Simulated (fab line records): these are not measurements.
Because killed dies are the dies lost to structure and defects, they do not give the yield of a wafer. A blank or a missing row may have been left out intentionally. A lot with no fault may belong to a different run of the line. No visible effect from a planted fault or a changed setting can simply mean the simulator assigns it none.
Split-lot experiment | flow n5_finfet | 39 wafers read across 7 lots, on a route 1938 steps long

## ON THE SPLIT
At N5_SD_EPI_P_EPI_21 (deposits SiGe:B, time 355 s), the setting temp_c was moved away from the recipe's 550 C on 15 of the 39 wafers read, by -0.4% to +0.6%. For the rest of the wafers, this setting stayed at what the recipe calls for.

## FROM THE SPLIT TO THE READING: what the file shows between them, 5 steps
- N5_SD_EPI_P_HM_STRIP_48: strips SiNx in H3PO4, material SiNx, target depth 3 nm
- N5_SD_EPI_P_SRD_49: time 30 s
- N5_SD_EPI_P_PRECLEAN_24: cleans in O3/DIW, time 45 s
- N5_SD_ACTIVATION_RTA_00: time 0 s
- N5_SD_ACTIVATION_LSA_01: time 0.0008 s

## THE READING
RS_SD_P, in ohm/sq, at N5_SD_ACTIVATION_RS_MEAS_03 (measures by four-point-probe). Fault-free wafers of this fab line usually give 56.1 ohm/sq, standard deviation 0.94 ohm/sq.

wafer  | tool, chamber at the split | temp_c as run, C | against the recipe | RS_SD_P, ohm/sq | against lot-mates on the recipe
L075.1 | epi_rpcvd-03, 0            | 550              | recipe             | 55.8            | -
L075.2 | epi_rpcvd-03, 0            | 550              | recipe             | 56.1            | -
L075.3 | epi_rpcvd-03, 0            | 550              | recipe             | 55.5            | -
L075.4 | epi_rpcvd-03, 0            | 548.8            | -0.2%              | 56.9            | +1.1
L075.5 | epi_rpcvd-03, 0            | 548.8            | -0.2%              | 57.2            | +1.4
L075.6 | epi_rpcvd-03, 0            | 548.8            | -0.2%              | 57.2            | +1.4
L076.1 | epi_rpcvd-02, 0            | 550              | recipe             | 56.9            | -
L076.2 | epi_rpcvd-02, 0            | 550              | recipe             | 56.3            | -
L076.3 | epi_rpcvd-02, 0            | 550              | recipe             | 57.1            | -
L076.4 | epi_rpcvd-02, 0            | 550              | recipe             | 57.5            | -
L076.5 | epi_rpcvd-02, 0            | 550              | recipe             | 56.7            | -
L076.6 | epi_rpcvd-02, 0            | 550              | recipe             | 57.1            | -
L078.1 | epi_rpcvd-03, 0            | 550              | recipe             | 54.6            | -
L078.2 | epi_rpcvd-03, 0            | 547.6            | -0.4%              | 57.5            | +2.6
L078.3 | epi_rpcvd-03, 0            | 547.6            | -0.4%              | 57.6            | +2.7
L078.4 | epi_rpcvd-03, 0            | 550              | recipe             | 55.2            | -
L078.5 | epi_rpcvd-03, 0            | 547.6            | -0.4%              | 58.4            | +3.5
L078.6 | epi_rpcvd-03, 0            | 550              | recipe             | 54.8            | -
L084.1 | epi_rpcvd-04, 0            | 550              | recipe             | 54.8            | -
L084.2 | epi_rpcvd-04, 0            | 550              | recipe             | 55.0            | -
L084.3 | epi_rpcvd-04, 0            | 550              | recipe             | 54.6            | -
L084.4 | epi_rpcvd-04, 0            | 553.5            | +0.6%              | 50.6            | -4.2
L084.5 | epi_rpcvd-04, 0            | 553.5            | +0.6%              | 50.0            | -4.8
L084.6 | epi_rpcvd-04, 0            | 553.5            | +0.6%              | 50.4            | -4.4
L085.1 | epi_rpcvd-04, 0            | 550              | recipe             | 56.1            | -
L085.2 | epi_rpcvd-04, 0            | 552.3            | +0.4%              | 54.2            | -2.1
L085.3 | epi_rpcvd-04, 0            | 552.3            | +0.4%              | 53.1            | -3.2
L085.4 | epi_rpcvd-04, 0            | 552.3            | +0.4%              | 53.4            | -2.9
L085.5 | epi_rpcvd-04, 0            | 550              | recipe             | 56.1            | -
L085.6 | epi_rpcvd-04, 0            | 550              | recipe             | 56.6            | -
L089.1 | epi_rpcvd-04, 0            | 550              | recipe             | 56.2            | -
L089.2 | epi_rpcvd-04, 0            | 548.8            | -0.2%              | 57.5            | +1.0
L089.3 | epi_rpcvd-04, 0            | 550              | recipe             | 56.3            | -
L089.4 | epi_rpcvd-04, 0            | 550              | recipe             | 56.9            | -
L089.5 | epi_rpcvd-04, 0            | 548.8            | -0.2%              | 58.4            | +1.9
L089.6 | epi_rpcvd-04, 0            | 548.8            | -0.2%              | 58.2            | +1.7
L096.2 | epi_rpcvd-04, 0            | 550              | recipe             | 56.4            | -
L096.4 | epi_rpcvd-04, 0            | 550              | recipe             | 55.5            | -
L096.6 | epi_rpcvd-04, 0            | 550              | recipe             | 57.2            | -

FIT RESULTS
A straight line over all 39 wafers: RS_SD_P changes by -7.03 ohm/sq for each +1% of temp_c; r = -0.90; the points scatter about the line by 0.9 ohm/sq.
The same after taking each lot's own level away (the mean of its wafers on the recipe; 39 wafers): -6.81 ohm/sq for each +1%; r = -0.98; scatter 0.38 ohm/sq.
The reading moves by 4.3 ohm/sq for the largest change in temp_c, on that fit.
Measured against the standard deviation above, the lots' own levels, which go from 54.80 to 56.93 ohm/sq, span 2.3 times it.
The two slopes are in agreement: the lot-to-lot level therefore moves the slope only a little.
Check: with one of the wafers moved furthest among these (+0.6%) left out of the fit, the line predicts -4.37 ohm/sq for it against its lot-mates. It came out at -4.2 ohm/sq against them.

## FURTHER SPLITS ON THESE WAFERS
Other splits were also applied to these wafers ahead of the reading. Each is held against what the fit with the lots' levels taken away leaves over:
other split on the same wafers       | wafers away from the commonest value | r with RS_SD_P (lot level and that fit taken away)
N5_FIN_SAQP_ETCH_52 source_w         | 12                                   | +0.02
N5_DUMMY_GATE_ETCH_31 target_depth_a | 15                                   | +0.13
N5_DUMMY_GATE_ETCH_32 time_s         | 12                                   | -0.24
N5_SD_EPI_P_EXPOSE_06 dose_mj        | 18                                   | +0.05

## THE WHOLE CHAIN: every reading that the file lists as answering this split, in the file's order
step                        | what it does                                           | reading                                                                           | change (the file's fit)              | r (the file's)
N5_SD_EPI_P_EPI_21          | deposits SiGe:B, time 355 s                            | SiGe-B_of_SD_EPI_P_EPI_21.thk_nm (the simulator's own value, which no gauge read) | +7.49 nm for each +1% of the setting | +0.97
N5_SD_EPI_P_HM_STRIP_48     | strips SiNx in H3PO4, material SiNx, target depth 3 nm | SiGe-B_of_SD_EPI_P_EPI_21.thk_nm (the simulator's own value, which no gauge read) | +7.31 nm for each +1% of the setting | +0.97
N5_SD_ACTIVATION_RS_MEAS_03 | measures by four-point-probe                           | RS_SD_P                                                                           | -6.83 for each +1% of the setting    | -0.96

## THE FILE'S OWN FIT
RS_SD_P changes by -6.83 ohm/sq for each +1% of temp_c, r = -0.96.
